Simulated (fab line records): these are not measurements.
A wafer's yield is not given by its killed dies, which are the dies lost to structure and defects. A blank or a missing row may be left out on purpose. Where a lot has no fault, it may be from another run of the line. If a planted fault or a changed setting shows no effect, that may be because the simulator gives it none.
Which tool is to blame?    flow n5 finfet    72 wafers from 24 lots sampled at 6 of the route's 1938 steps

WHAT THE GAUGES SHOWED, per wafer
N5_BEOL_M9_CD_MEAS_18: pitch 140 nm, target cd 70 nm.
lot   measured      on         cd nm (nm)
L074  day 9 11:16   cd sem-03  70.7 72.2 71.1
L075  day 9 16:29   cd sem-01  70.4 69.9 70.9
L076  day 9 22:17   cd sem-02  68.9 70.0 69.8
L078  day 10 03:29  cd sem-01  70.0 70.4 71.2
L077  day 10 02:59  cd sem-03  70.2 70.2 70.3
L079  day 10 12:58  cd sem-01  70.4 69.5 69.8
L080  day 10 20:32  cd sem-03  70.4 70.9 71.4
L081  day 11 12:41  cd sem-01  69.8 68.8 69.0
L082  day 11 22:58  cd sem-01  70.5 69.6 69.6
L083  day 12 09:05  cd sem-01  70.6 70.3 71.4
L084  day 12 17:23  cd sem-01  70.6 70.3 70.3
L085  day 12 17:47  cd sem-03  70.1 71.3 70.0
L086  day 12 20:25  cd sem-03  70.7 68.9 69.8
L088  day 12 22:34  cd sem-02  71.2 69.6 70.4
L087  day 13 05:28  cd sem-03  71.4 70.8 70.8
L089  day 13 05:55  cd sem-01  70.7 70.2 70.1
L090  day 13 10:33  cd sem-01  70.3 70.9 70.7
L091  day 14 12:10  cd sem-01  70.3 70.9 69.9
L094  day 14 12:23  cd sem-02  71.3 70.1 68.7
L092  day 14 15:09  cd sem-01  70.3 69.5 70.6
L093  day 14 18:33  cd sem-01  70.2 70.0 70.2
L096  day 15 08:49  cd sem-01  70.6 71.1 70.7
L095  day 15 08:59  cd sem-03  71.0 69.7 70.8
L097  day 15 12:29  cd sem-03  70.7 70.9 70.8

N5_BEOL_M9_INSPECT_58: inspects for defects (darkfield).
lot   measured      on                 raw defect count
L074  day 9 18:01   defect inspect-01  43 39 85
L075  day 9 22:06   defect inspect-02  102 160 118
L076  day 10 01:58  defect inspect-02  79 57 93
L078  day 10 09:08  defect inspect-01  54 76 101
L077  day 10 08:25  defect inspect-01  120 208 84
L079  day 10 17:10  defect inspect-02  68 50 74
L080  day 11 00:32  defect inspect-02  119 82 70
L081  day 11 19:42  defect inspect-01  99 66 48
L082  day 12 04:55  defect inspect-01  76 92 98
L083  day 12 13:25  defect inspect-02  79 66 46
L084  day 12 22:32  defect inspect-02  35 51 56
L085  day 12 23:24  defect inspect-02  104 99 90
L086  day 13 01:40  defect inspect-01  107 72 61
L088  day 13 02:01  defect inspect-02  46 109 55
L087  day 13 13:10  defect inspect-01  47 46 70
L089  day 13 12:41  defect inspect-01  44 37 42
L090  day 13 15:32  defect inspect-02  50 51 75
L091  day 14 17:34  defect inspect-02  105 91 138
L094  day 14 16:04  defect inspect-01  116 111 141
L092  day 14 20:23  defect inspect-01  78 82 111
L093  day 14 21:46  defect inspect-01  72 65 93
L096  day 15 15:26  defect inspect-01  58 98 53
L095  day 15 15:42  defect inspect-01  64 35 94
L097  day 15 17:50  defect inspect-01  69 67 51

TOOL THAT RAN EACH LOT (tool first, then ch and the chambers of the sampled wafers, then the start)
lot   N5_BEOL_M9_CURE_71             N5_BEOL_M9_HM_DEP_02          N5_BEOL_M9_ETCH_61                  N5_BEOL_M9_DESCUM_33
L074  uv cure-02 ch 2, day 9 08:55   pvd sputter-02, day 9 10:20   rie diel-05 ch 0,1,3, day 9 10:49   rie diel-06 ch 0,1,3, day 9 14:49
L075  uv cure-01 ch 1, day 9 13:01   pvd sputter-02, day 9 15:27   rie diel-05 ch 0,2,3, day 9 16:04   rie diel-06 ch 1,3, day 9 18:32
L076  uv cure-02 ch 2, day 9 19:41   pvd sputter-01, day 9 21:14   rie diel-02 ch 0,3, day 9 21:52     rie diel-06 ch 1,3, day 9 22:43
L078  uv cure-01 ch 1, day 9 23:53   pvd sputter-03, day 10 02:13  rie diel-02 ch 1,2,3, day 10 03:01  rie diel-02 ch 0,1,2, day 10 05:28
L077  uv cure-02 ch 0, day 10 00:10  pvd sputter-02, day 10 01:54  rie diel-02 ch 1,2,3, day 10 02:31  rie diel-02 ch 1,2,3, day 10 04:56
L079  uv cure-03 ch 2, day 10 08:43  pvd sputter-01, day 10 11:53  rie diel-06 ch 1,3, day 10 12:32    rie diel-05 ch 2,3, day 10 13:32
L080  uv cure-02 ch 2, day 10 17:41  pvd sputter-01, day 10 19:37  rie diel-05 ch 0,1,3, day 10 20:07  rie diel-02 ch 1,2,3, day 10 21:05
L081  uv cure-02 ch 2, day 11 07:56  pvd sputter-01, day 11 11:38  rie diel-05 ch 1,2,3, day 11 12:16  rie diel-06 ch 0,1,3, day 11 16:54
L082  uv cure-03 ch 2, day 11 19:38  pvd sputter-03, day 11 21:46  rie diel-05 ch 0,1,3, day 11 22:31  rie diel-05 ch 0,2,3, day 11 23:25
L083  uv cure-01 ch 1, day 12 06:17  pvd sputter-01, day 12 08:01  rie diel-05 ch 1,2,3, day 12 08:40  rie diel-02 ch 1,2,3, day 12 10:31
L084  uv cure-03 ch 0, day 12 15:30  pvd sputter-03, day 12 16:27  rie diel-02 ch 0,1,2, day 12 16:56  rie diel-05 ch 2,3, day 12 18:31
L085  uv cure-01 ch 1, day 12 15:53  pvd sputter-01, day 12 16:33  rie diel-06 ch 1,3, day 12 17:22    rie diel-06 ch 0,2,3, day 12 18:42
L086  uv cure-01 ch 2, day 12 17:19  pvd sputter-03, day 12 19:19  rie diel-05 ch 1,2,3, day 12 19:56  rie diel-05 ch 0,1,3, day 12 21:10
L088  uv cure-01 ch 2, day 12 20:56  pvd sputter-02, day 12 21:32  rie diel-02 ch 1,2, day 12 22:10    rie diel-02 ch 2,3, day 12 23:19
L087  uv cure-03 ch 0, day 13 02:38  pvd sputter-02, day 13 04:32  rie diel-02 ch 0,2, day 13 05:02    rie diel-05 ch 0,1,3, day 13 08:40
L089  uv cure-01 ch 0, day 13 02:56  pvd sputter-01, day 13 04:53  rie diel-05 ch 1,2, day 13 05:30    rie diel-06 ch 0,1, day 13 08:56
L090  uv cure-03 ch 2, day 13 06:38  pvd sputter-02, day 13 09:31  rie diel-02 ch 1,2, day 13 10:08    rie diel-02 ch 1,2,3, day 13 12:44
L091  uv cure-02 ch 0, day 14 06:37  pvd sputter-02, day 14 11:05  rie diel-02 ch 0,1,3, day 14 11:43  rie diel-05 ch 1,2,3, day 14 13:19
L094  uv cure-01 ch 2, day 14 08:20  pvd sputter-02, day 14 11:23  rie diel-02 ch 0,1, day 14 11:58    rie diel-02 ch 0,1, day 14 13:16
L092  uv cure-02 ch 2, day 14 12:23  pvd sputter-01, day 14 13:58  rie diel-02 ch 0,2, day 14 14:44    rie diel-02 ch 1,2,3, day 14 16:50
L093  uv cure-02 ch 0, day 14 14:47  pvd sputter-02, day 14 16:47  rie diel-02 ch 0,1,2, day 14 17:58  rie diel-02 ch 0,1, day 14 19:08
L096  uv cure-03 ch 2, day 15 05:37  pvd sputter-02, day 15 07:39  rie diel-02 ch 1,2,3, day 15 08:24  rie diel-06 ch 1,2,3, day 15 11:25
L095  uv cure-03 ch 0, day 15 06:06  pvd sputter-02, day 15 07:56  rie diel-05 ch 1,2, day 15 08:35    rie diel-05 ch 0,1,3, day 15 11:58
L097  uv cure-03 ch 2, day 15 08:56  pvd sputter-01, day 15 11:32  rie diel-06 ch 0,1,3, day 15 12:04  rie diel-06 ch 1,2, day 15 13:31
- N5_BEOL_M9_CURE_71: cures SiCOH lowk, time 240 s.
- N5_BEOL_M9_HM_DEP_02: deposits TiN, target thk 20 nm.
- N5_BEOL_M9_ETCH_61: etches SiARC in CF4, target depth 39 nm, time 65 s.
- N5_BEOL_M9_DESCUM_33: chemistry O2, time 7 s.

WHAT THE TOOLS THEMSELVES READ (means of the sampled wafers that have a number; where no wafer has one, the mark that the record gives instead)
N5_BEOL_M9_CURE_71.
lot   tool        lamp power pct (%)  wafer_temp_C_max
L074  uv cure-02  52.27               387.1
L075  uv cure-01  52.32               387.0
L076  uv cure-02  52.28               386.9
L078  uv cure-01  52.26               386.9
L077  uv cure-02  52.28               386.6
L079  uv cure-03  52.35               386.9
L080  uv cure-02  52.29               387.0
L081  uv cure-02  52.37               386.9
L082  uv cure-03  52.34               387.5
L083  uv cure-01  52.32               387.0
L084  uv cure-03  52.34               387.5
L085  uv cure-01  52.29               386.7
L086  uv cure-01  52.27               386.9
L088  uv cure-01  52.29               386.5
L087  uv cure-03  52.36               387.9
L089  uv cure-01  52.32               387.8
L090  uv cure-03  52.23               386.6
L091  uv cure-02  52.31               386.2
L094  uv cure-01  52.32               386.7
L092  uv cure-02  52.33               386.7
L093  uv cure-02  52.29               386.5
L096  uv cure-03  52.33               387.2
L095  uv cure-03  52.31               387.8
L097  uv cure-03  52.28               387.3

N5_BEOL_M9_HM_DEP_02.
lot   tool            susceptor temp C (C)  throttle valve pct (%)
L074  pvd sputter-02  24.94                 30.8
L075  pvd sputter-02  24.94                 30.0
L076  pvd sputter-01  24.99                 31.0
L078  pvd sputter-03  25.00                 30.2
L077  pvd sputter-02  25.06                 29.8
L079  pvd sputter-01  25.03                 29.3
L080  pvd sputter-01  24.99                 30.1
L081  pvd sputter-01  25.03                 30.5
L082  pvd sputter-03  24.99                 30.8
L083  pvd sputter-01  25.09                 30.9
L084  pvd sputter-03  25.09                 30.0
L085  pvd sputter-01  25.06                 30.2
L086  pvd sputter-03  24.88                 30.3
L088  pvd sputter-02  24.92                 30.2
L087  pvd sputter-02  24.94                 29.8
L089  pvd sputter-01  24.84                 29.8
L090  pvd sputter-02  25.03                 30.7
L091  pvd sputter-02  25.02                 30.8
L094  pvd sputter-02  24.98                 29.6
L092  pvd sputter-01  24.96                 30.7
L093  pvd sputter-02  25.03                 29.5
L096  pvd sputter-02  24.93                 29.8
L095  pvd sputter-02  24.89                 30.0
L097  pvd sputter-01  25.02                 30.4

N5_BEOL_M9_ETCH_61.
lot   tool         chamber pressure mTorr (mTorr)  drypump motor current A (A)  etch rf on time s (s)  oes product au (a.u.)  rf vpp V (V)  showerhead plenum p Torr (Torr)  throttle valve pct (%)
L074  rie diel-05  39.99                           5.8                          64.6                   0.65                   184.1         2.14                             15.63
L075  rie diel-05  40.01                           5.6                          64.4                   0.62                   184.5         2.15                             15.78
L076  rie diel-02  40.00                           5.4                          65.2                   0.63                   185.0         2.22                             15.91
L078  rie diel-02  40.01                           5.4                          64.1                   0.75                   185.2         2.25                             15.58
L077  rie diel-02  39.97                           5.4                          63.6                   0.76                   185.1         2.25                             15.58
L079  rie diel-06  40.03                           6.5                          66.6                   0.65                   184.6         2.23                             15.44
L080  rie diel-05  40.00                           5.8                          65.1                   0.65                   183.7         2.14                             15.66
L081  rie diel-05  39.98                           5.4                          66.0                   0.64                   184.6         2.19                             15.70
L082  rie diel-05  40.02                           5.8                          64.1                   0.64                   184.4         2.13                             15.66
L083  rie diel-05  40.04                           5.4                          66.2                   0.64                   184.6         2.19                             15.71
L084  rie diel-02  40.01                           5.3                          64.9                   0.72                   185.4         2.25                             15.67
L085  rie diel-06  39.99                           6.5                          66.8                   0.64                   185.3         2.22                             15.47
L086  rie diel-05  39.99                           5.4                          65.8                   0.63                   184.9         2.19                             15.72
L088  rie diel-02  39.98                           5.2                          64.7                   0.77                   186.1         2.27                             15.42
L087  rie diel-02  40.01                           5.1                          65.3                   0.71                   186.2         2.26                             15.56
L089  rie diel-05  39.97                           5.5                          66.9                   0.66                   184.2         2.17                             15.76
L090  rie diel-02  40.00                           5.4                          63.9                   0.78                   186.2         2.26                             15.55
L091  rie diel-02  40.00                           5.4                          64.6                   0.67                   185.8         2.22                             15.88
L094  rie diel-02  40.04                           5.5                          63.9                   0.72                   185.6         2.23                             15.80
L092  rie diel-02  40.03                           5.1                          65.8                   0.69                   184.9         2.25                             15.58
L093  rie diel-02  39.99                           5.3                          64.4                   0.71                   185.2         2.24                             15.69
L096  rie diel-02  40.00                           5.4                          64.5                   0.70                   185.4         2.24                             15.65
L095  rie diel-05  39.96                           5.4                          65.7                   0.64                   183.5         2.16                             15.79
L097  rie diel-06  40.03                           6.1                          65.9                   0.63                   184.0         2.16                             15.56

N5_BEOL_M9_DESCUM_33.
lot   tool         chamber pressure mTorr (mTorr)  drypump motor current A (A)  oes product au (a.u.)  rf vpp V (V)  showerhead plenum p Torr (Torr)  throttle valve pct (%)
L074  rie diel-06  20.004                          6.1                          0.78                   243.6         2.12                             20.22
L075  rie diel-06  20.000                          6.5                          0.78                   244.5         2.18                             20.19
L076  rie diel-06  19.991                          6.6                          0.83                   246.5         2.19                             20.08
L078  rie diel-02  19.993                          5.3                          0.88                   244.2         2.21                             20.50
L077  rie diel-02  20.000                          5.4                          0.88                   244.2         2.20                             20.40
L079  rie diel-05  19.994                          5.4                          0.71                   244.2         2.17                             20.45
L080  rie diel-02  20.000                          5.4                          0.88                   245.3         2.20                             20.40
L081  rie diel-06  20.004                          6.0                          0.76                   242.8         2.12                             20.24
L082  rie diel-05  19.984                          5.6                          0.70                   243.0         2.09                             20.55
L083  rie diel-02  20.005                          5.4                          0.86                   244.7         2.20                             20.41
L084  rie diel-05  20.001                          5.2                          0.70                   243.4         2.15                             20.63
L085  rie diel-06  19.988                          5.8                          0.77                   242.9         2.06                             20.34
L086  rie diel-05  19.995                          5.8                          0.74                   243.5         2.09                             20.48
L088  rie diel-02  20.006                          5.2                          0.85                   244.8         2.18                             20.19
L087  rie diel-05  20.014                          5.8                          0.74                   242.2         2.08                             20.50
L089  rie diel-06  19.997                          6.1                          0.79                   243.3         2.12                             20.16
L090  rie diel-02  19.982                          5.4                          0.86                   244.2         2.19                             20.43
L091  rie diel-05  19.986                          5.4                          0.74                   245.5         2.14                             20.57
L094  rie diel-02  19.997                          5.5                          0.84                   244.3         2.20                             20.77
L092  rie diel-02  20.006                          5.4                          0.83                   245.6         2.19                             20.44
L093  rie diel-02  20.001                          5.3                          0.76                   245.0         2.19                             20.84
L096  rie diel-06  20.002                          6.3                          0.79                   244.2         2.13                             20.24
L095  rie diel-05  20.011                          5.8                          0.81                   244.6         2.17                             20.39
L097  rie diel-06  19.984                          6.4                          0.83                   244.7         2.14                             20.15

THE ANSWER, worked out from the rows above alone
Rule: the usual values come from the lots themselves. The widest of any qualifying gaps counts: lots, ordered by their means at a reading, are off when they make up no more than a third of the lots, leave a main group of 4 or more, and stand apart from it by 3 or more times the standard deviation of that group's means. A main group whose means are all the same, to the digits that the tables above print for the reading, isn't used. Also off: a lot with no number at a reading for which 4 or more lots have one. Any other lot the step has rows for is counted as sound. First the gauges in route order, then the tools' own readings, where a lot's mean is used as printed above. The first step at which some lot is off is used, and at that step the reading that is off furthest; a lot without a number counts as furthest.
Nothing can be told from this: no lot is off at any reading shown.

WHAT HAD BEEN PUT IN BY THE SIMULATOR
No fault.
